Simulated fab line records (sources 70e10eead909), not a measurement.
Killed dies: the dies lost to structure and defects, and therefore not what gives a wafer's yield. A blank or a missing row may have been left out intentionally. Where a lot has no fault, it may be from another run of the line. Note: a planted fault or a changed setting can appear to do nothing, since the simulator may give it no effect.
fab line records	flow nandHarc
[record] lots = 7	wafers = 19	lastDay = 25
route steps=1159 shown A_CONTACT@847
lots with no fault: from the same line, run without faults
startH: the number of hours between the record's first day and the start of the first shown wafer of the lot	waitH: hours from the lot's prior step to this one	" unchanged from the row above	L1.1+2: one row covering several wafers at once	- no value, or no start given	* or withheld: withheld	< > ~ a bound
route shown NAME@n: NAME is a module with steps in the file, n the number in the route of the first one	usual: average and standard deviation across the fault-free wafers	same: alike in all rows	chamber/n: place in a boat	sites: per-site readings	_std_site: standard deviation of those values	_edge_site: outer sites' mean less inner sites'	radiusMm: for every site, how far away it sits from the centre of the wafer	mask NAME#n: copy n	behind: tool/chamber where the wafer was last shaped	hold: the reason the lot was held/the length of the hold in hours/how it ended	device: whichever transistor did not switch (one of n, p or np)	end of line: tests of these same wafers at the route's end	step lacking rows: just its recipe	killed: at the first sort, the dies lost to defects and structure; wafer yield is something else	map: per-die view of a wafer (x killed, . not killed, _ where there is no die)
set.NAME: setting as actually run; set.NAME@STEP: the setting as run at that earlier step	model.NAME: the simulator's own value behind a step, which no gauge read
lots at selected steps of the route; one table per step, one row per wafer
services: from which hour (startH, from the record's first day; less than 0 if before it) a tool's chamber was out of use, for how many hours, and why
[[steps]]
[step NHARC_A_CONTACT_COAT_35]
[recipe] tempC = 225	timeS = 65
[step NHARC_A_CONTACT_COAT_36]
[recipe] spinRpm = 1500	resistThkNm = 90
[step NHARC_A_CONTACT_SOFTBAKE_37]
[recipe] tempC = 105	timeS = 55
[step NHARC_A_CONTACT_EBR_38]
[step NHARC_A_CONTACT_EXPOSE_39]
[recipe] na = 1.35	sigmaOuter = 0.8	doseMj = 58.79	maskId = A_CC_3
[step NHARC_A_CONTACT_PEB_40]
[recipe] pebTempC = 100	pebTimeS = 65
[step NHARC_A_CONTACT_DEVELOP_41]
[recipe] developTimeS = 35	devTempC = 23
[step NHARC_A_CONTACT_CD_MEAS_42]
[recipe] targetCdNm = 200	landingEnergyEv = 500
[usual] cdNm = 199.8/0.57
lot.wafer	tool	chamber	startH	waitH	cdNm
L113.2	cdSem-01	0	392.68	-	199.7
L113.4	"	0	"	"	200.0
L113.5	"	0	"	"	200.2
L118.2	cdSem-02	0	428.07	-	199.5
L118.5	"	0	"	"	200.0
L119.1	cdSem-01	0	432.15	-	199.6
L119.5	"	0	"	"	199.8
L120.1	cdSem-03	0	435.43	-	199.5
L120.4	"	0	"	"	199.4
L120.5	"	0	"	"	199.7
L126.2	cdSem-03	0	471.85	-	199.7
L126.4	"	0	"	"	199.0
L126.5	"	0	"	"	199.8
L133.2	cdSem-01	0	508.17	-	198.7
L133.3	"	0	"	"	198.8
L133.6	"	0	"	"	198.6
L131.1	cdSem-03	0	510.66	-	199.5
L131.2	"	0	"	"	199.3
L131.5	"	0	"	"	200.4
[step NHARC_A_CONTACT_OVL_MEAS_43]
[usual] overlayXNm = 0.0/0.83	overlayYNm = -0.1/0.85
lot.wafer	tool	chamber	startH	waitH	overlayXNm	overlayYNm
L113.2	overlay-01	-	392.77	-	-1.6	-2.6
L113.4	"	-	"	"	-1.3	-1.8
L113.5	"	-	"	"	-1.3	-1.4
L118.2	overlay-02	-	428.16	-	-0.6	1.4
L118.5	"	-	"	"	-0.1	1.5
L119.1	overlay-01	-	432.23	-	-0.4	-0.2
L119.5	"	-	"	"	-0.9	0.0
L120.1	overlay-02	-	435.52	-	0.2	0.0
L120.4	"	-	"	"	0.2	-0.5
L120.5	"	-	"	"	-0.2	-0.8
L126.2	overlay-01	-	471.93	-	0.6	0.4
L126.4	"	-	"	"	0.7	0.3
L126.5	"	-	"	"	0.6	0.7
L133.2	overlay-02	-	508.26	-	1.0	0.2
L133.3	"	-	"	"	1.1	0.5
L133.6	"	-	"	"	1.2	0.2
L131.1	overlay-01	-	510.75	-	-0.7	-0.4
L131.2	"	-	"	"	-0.3	-0.3
L131.5	"	-	"	"	-0.4	-0.2
[step NHARC_A_CONTACT_INSPECT_44]
[usual] rawDefectCount = 25/14
lot.wafer	tool	chamber	startH	waitH	rawDefectCount
L113.2	defectInspect-01	-	392.82	0.1	25
L113.4	"	-	"	"	23
L113.5	"	-	"	"	15
L118.2	defectInspect-01	-	428.20	0.0	37
L118.5	"	-	"	"	21
L119.1	defectInspect-02	-	432.27	0.0	23
L119.5	"	-	"	"	25
L120.1	defectInspect-02	-	435.56	0.0	31
L120.4	"	-	"	"	27
L120.5	"	-	"	"	21
L126.2	defectInspect-01	-	471.97	0.0	27
L126.4	"	-	"	"	25
L126.5	"	-	"	"	29
L133.2	defectInspect-02	-	508.29	0.0	13
L133.3	"	-	"	"	12
L133.6	"	-	"	"	16
L131.1	defectInspect-02	-	510.79	0.0	39
L131.2	"	-	"	"	23
L131.5	"	-	"	"	28
[step NHARC_A_CONTACT_DESCUM_47]
[recipe] timeS = 3	o2FlowSccm = 200	arFlowSccm = 0	biasPowerW = 0	chemistry = O2
[usual] drypumpMotorCurrentA = 5.6/0.49	o2FlowSccm = 200.0/0.62	oesProductAu = 1.000/0.0099	rfVppV = 57.7/0.84	showerheadPlenumPTorr = 1.90/0.098	throttleValvePct = 11.312/0.0091
lot.wafer	tool	chamber	startH	waitH	drypumpMotorCurrentA	o2FlowSccm	oesProductAu	rfHoursCounterH	rfVppV	showerheadPlenumPTorr	throttleValvePct
L113.4	rieDiel-13	2	392.89	0.1	6.2	201.2	1.010	16	58.1	1.77	11.315
L113.2	"	0	"	"	5.1	200.5	1.003	16	56.5	1.81	11.299
L113.5	"	2	"	"	6.2	201.0	1.015	-	56.5	1.77	11.307
L118.2	rieDiel-13	0	428.27	0.1	5.1	199.9	0.991	24	57.3	1.81	11.322
L118.5	"	3	"	"	5.6	199.8	0.994	-	58.0	1.99	11.310
L119.1	rieDiel-13	0	432.33	0.1	5.1	200.1	0.989	25	58.1	1.81	11.326
L119.5	"	0	"	"	5.1	201.0	0.992	-	57.4	1.81	11.313
L120.1	rieDiel-13	3	435.63	0.1	5.6	199.5	0.993	26	57.8	1.99	11.323
L120.4	"	1	"	"	6.1	200.0	0.994	27	58.2	1.93	11.311
L120.5	"	3	"	"	5.6	199.9	0.993	-	58.3	1.99	11.317
L126.2	rieDiel-08	2	472.03	0.1	4.8	199.5	1.004	63	58.0	1.99	11.307
L126.4	"	3	"	"	5.1	202.3	1.004	56	56.1	1.82	11.303
L126.5	"	2	"	"	4.8	200.1	0.999	-	57.4	1.99	11.303
L133.3	rieDiel-11	0	508.36	0.1	5.9	199.2	1.015	54	57.6	1.77	11.325
L133.2	"	2	"	"	6.0	200.2	0.998	52	58.4	1.87	11.326
L133.6	"	0	"	"	5.9	199.2	1.011	-	57.6	1.77	11.313
L131.2	rieDiel-11	2	510.86	0.1	6.0	199.8	0.980	54	58.1	1.87	11.305
L131.1	"	3	"	"	4.8	200.0	0.994	56	57.6	1.79	11.303
L131.5	"	2	"	"	6.0	199.1	0.992	-	56.6	1.87	11.305
[step NHARC_A_CONTACT_ETCH_48]
[recipe] targetDepthA = 390	overEtchFrac = 0.3	timeS = 65	ionEnergyEv = 80	cf4FlowSccm = 150	arFlowSccm = 0	rfW = 300	biasW = 100	chemistry = CF4
[usual] biasW = 99.94/0.28	drypumpMotorCurrentA = 5.7/0.49	oesProductAu = 0.999/0.011	rfVppV = 151.1/1.3	runLengthS = 86.3/0.43	showerheadPlenumPTorr = 1.76/0.087	throttleValvePct = 13.282/0.0097
lot.wafer	tool	chamber	startH	waitH	biasW	drypumpMotorCurrentA	oesProductAu	rfHoursCounterH	rfVppV	runLengthS	showerheadPlenumPTorr	throttleValvePct
L113.2	rieDiel-13	2	392.99	0.1	99.91	6.2	0.997	16	149.9	86.1	1.64	13.275
L113.4	"	3	"	"	99.76	5.6	0.995	16	153.7	86.4	1.83	13.280
L113.5	"	0	"	"	99.94	5.1	0.994	-	151.1	86.5	1.68	13.286
L118.2	rieDiel-13	1	428.54	0.3	99.88	6.0	0.977	24	151.2	86.4	1.79	13.274
L118.5	"	3	"	"	100.13	5.6	0.988	-	150.6	86.3	1.83	13.279
L119.1	rieDiel-13	3	432.44	0.1	100.01	5.6	1.003	25	149.9	86.6	1.83	13.278
L119.5	"	0	"	"	99.78	5.1	1.000	-	150.7	86.7	1.68	13.284
L120.4	rieDiel-13	2	435.71	0.1	100.04	6.2	1.022	27	150.0	86.1	1.64	13.284
L120.1	"	0	"	"	100.02	5.1	1.003	26	150.1	86.5	1.68	13.274
L120.5	"	2	"	"	100.54	6.2	1.016	-	148.8	86.4	1.64	13.283
L126.4	rieDiel-08	1	472.13	0.1	100.43	5.4	1.001	59	151.3	86.1	1.80	13.281
L126.2	"	2	"	"	99.72	4.8	1.007	63	154.0	85.2	1.84	13.272
L126.5	"	0	"	"	99.65	5.8	0.992	-	153.5	86.0	1.89	13.287
L133.3	rieDiel-11	3	508.44	0.1	99.75	4.8	0.994	54	150.0	86.5	1.66	13.285
L133.2	"	0	"	"	100.04	5.9	0.994	54	149.9	86.0	1.64	13.275
L133.6	"	0	"	"	100.69	6.0	1.002	-	150.5	86.3	1.64	13.267
L131.1	rieDiel-11	0	510.94	0.1	99.89	6.0	0.998	55	150.3	86.0	1.64	13.282
L131.2	"	1	"	"	100.10	6.4	0.988	55	149.3	86.2	1.71	13.277
L131.5	"	0	"	"	99.55	5.9	1.011	-	149.1	85.9	1.64	13.274
[step NHARC_A_CONTACT_ETCH_49]
[recipe] targetDepthA = 2600	overEtchFrac = 0.3	timeS = 475.3	ionEnergyEv = 200	n2FlowSccm = 150	h2FlowSccm = 150	arFlowSccm = 0	rfW = 400	biasW = 150	chemistry = N2/H2
[usual] biasW = 150.0/0.47	drypumpMotorCurrentA = 5.6/0.5	oesProductAu = 1.000/0.01	rfVppV = 430/3.1	runLengthS = 496.7/0.44	showerheadPlenumPTorr = 2.03/0.11	throttleValvePct = 14.170/0.0089
lot.wafer	tool	chamber	startH	waitH	biasW	drypumpMotorCurrentA	oesProductAu	rfHoursCounterH	rfVppV	runLengthS	showerheadPlenumPTorr	throttleValvePct
L113.4	rieDiel-13	3	393.14	-	150.0	5.6	1.003	17	432	496.8	2.12	14.157
L113.2	"	0	"	"	149.6	5.1	1.007	16	428	497.3	1.93	14.174
L113.5	"	2	"	"	150.2	6.2	1.007	-	425	496.6	1.88	14.180
L118.2	rieDiel-13	2	428.71	-	-	6.2	1.021	24	425	434.4	1.88	14.172
L118.5	"	3	"	"	149.0	5.6	0.992	-	432	496.8	2.12	14.177
L119.1	rieDiel-13	0	432.61	-	-	5.1	0.990	25	427	434.7	1.93	14.182
L119.5	"	2	"	"	149.3	6.2	1.010	-	424	496.4	1.88	14.171
L120.1	rieDiel-13	2	435.79	-	-	6.2	1.025	27	426	433.9	1.88	14.187
L120.4	"	0	"	"	150.4	5.1	0.991	26	429	496.8	1.93	14.174
L120.5	"	3	"	"	149.8	5.6	0.994	-	432	496.8	2.12	14.165
L126.4	rieDiel-08	3	472.24	-	149.6	5.1	0.995	56	428	496.8	1.94	14.177
L126.2	"	0	"	"	150.1	5.7	0.991	64	434	496.7	2.19	14.167
L126.5	"	3	"	"	150.2	5.1	0.988	-	427	496.7	1.94	14.171
L133.3	rieDiel-11	3	508.60	-	150.5	4.8	0.984	54	428	496.8	1.91	14.171
L133.2	"	1	"	"	151.3	6.4	0.984	53	429	496.6	1.97	14.179
L133.6	"	3	"	"	150.5	4.8	0.987	-	427	496.7	1.91	14.178
L131.1	rieDiel-11	0	511.06	-	150.2	5.9	1.005	56	424	496.1	1.88	14.162
L131.2	"	2	"	"	149.7	6.0	0.992	54	428	497.2	1.99	14.158
L131.5	"	0	"	"	150.4	5.9	1.014	-	426	496.8	1.88	14.176
[step NHARC_A_CONTACT_ETCH_50]
[recipe] targetDepthA = 847	timeS = 42.4	cf4FlowSccm = 100	chf3FlowSccm = 30	arFlowSccm = 0	rfW = 500	biasW = 200	chemistry = CF4/CHF3
[usual] biasW = 200.2/0.63	drypumpMotorCurrentA = 5.6/0.51	oesProductAu = 0.950/0.023	rfVppV = 370.1/2.6	runLengthS = 63.8/0.45	showerheadPlenumPTorr = 1.56/0.076	throttleValvePct = 16.802/0.009
lot.wafer	tool	chamber	startH	waitH	biasW	drypumpMotorCurrentA	oesProductAu	rfHoursCounterH	rfVppV	runLengthS	showerheadPlenumPTorr	throttleValvePct
L113.4	rieDiel-13	0	-	-	200.6	5.1	0.953	16	368.2	64.2	1.50	16.794
L113.2	"	1	"	"	200.4	6.1	0.944	16	371.1	63.5	1.59	16.808
L113.5	"	3	"	"	200.9	5.6	0.939	-	373.2	64.0	1.63	16.807
L118.2	rieDiel-13	2	-	-	200.9	6.2	0.961	25	366.2	64.0	1.46	16.800
L118.5	"	1	"	"	200.7	6.1	0.964	-	370.6	63.3	1.59	16.803
L119.1	rieDiel-13	1	-	-	200.2	6.0	0.927	25	370.9	63.2	1.59	16.794
L119.5	"	0	"	"	200.2	5.1	0.929	-	367.8	64.0	1.49	16.784
L120.4	rieDiel-13	1	-	-	199.9	6.1	0.965	27	370.3	63.8	1.59	16.804
L120.1	"	2	"	"	200.5	6.2	0.987	27	366.4	63.9	1.46	16.790
L120.5	"	0	"	"	201.2	5.1	0.971	-	367.6	63.9	1.49	16.817
L126.4	rieDiel-08	0	-	-	199.6	5.7	0.916	64	372.9	63.6	1.68	16.802
L126.2	"	1	"	"	200.2	5.4	0.920	59	371.4	63.3	1.60	16.793
L126.5	"	3	"	"	200.7	5.1	0.925	-	368.8	63.6	1.50	16.812
L133.2	rieDiel-11	3	-	-	200.4	4.8	0.926	54	367.1	64.0	1.48	16.806
L133.3	"	0	"	"	201.3	6.0	0.938	54	367.3	63.2	1.46	16.800
L133.6	"	0	"	"	200.3	6.0	0.941	-	365.3	63.3	1.46	16.805
L131.1	rieDiel-11	2	-	-	199.2	6.0	0.918	54	369.3	64.3	1.54	16.805
L131.2	"	1	"	"	200.1	6.4	0.920	55	369.6	63.8	1.52	16.794
L131.5	"	3	"	"	200.8	4.9	0.913	-	368.0	63.8	1.48	16.791
[[services]]
tool	chamber	startH	hours	kind
rieDiel-08	3	368.91	2.4	repair
rieDiel-13	0	383.06	-	clean
rieDiel-13	1	383.06	-	clean
rieDiel-13	2	383.06	-	clean
rieDiel-13	3	383.06	-	clean
rieDiel-13	0	407.58	-	clean
rieDiel-13	1	407.58	-	clean
rieDiel-13	2	407.58	-	clean
rieDiel-13	3	407.58	-	clean
rieDiel-13	0	432.13	-	clean
rieDiel-13	1	432.13	-	clean
rieDiel-13	2	432.13	-	clean
rieDiel-13	3	432.13	-	clean
rieDiel-13	-	453.08	9.0	pm
rieDiel-13	0	453.08	9.0	ventCycle
rieDiel-13	1	453.08	9.0	ventCycle
rieDiel-13	2	453.08	9.0	ventCycle
rieDiel-13	3	453.08	9.0	ventCycle
rieDiel-13	0	462.08	-	clean
rieDiel-13	1	462.08	-	clean
rieDiel-13	2	462.08	-	clean
rieDiel-13	2	462.08	-	consumableReplace:showerhead
rieDiel-08	-	480.12	9.0	pm
rieDiel-11	1	492.62	4.0	repair
[[key]]
[firstSign] step = NHARC_A_CONTACT_ETCH_49	reading = runLengthS	direction = down	sigmas = 99+	usual = *	struck = *
effect none on later readings
metAt NHARC_A_CONTACT_ETCH_49
struckWafers L118.2,L119.1,L120.1
testerLeftOut L118,L119,L120
onsetBetween 393.14 428.71
[fault] kind = processParameterDrift	tool = rieDiel-13	chamber = -	onsetH = 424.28	steps = NHARC_A_CONTACT_ETCH_49	channel = timeS	offset = *	shape = step	endH = 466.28	scope = struckWafersOnly	actsIn = *	stated = *
// testerLeftOut: of these lots the tester's yield and bins aren't shown, on N5 and GAA mostly nor the transistor test; their killed dies are dies lost to structure and defects alone, not to doping, threshold or leakage, so they don't give the yield
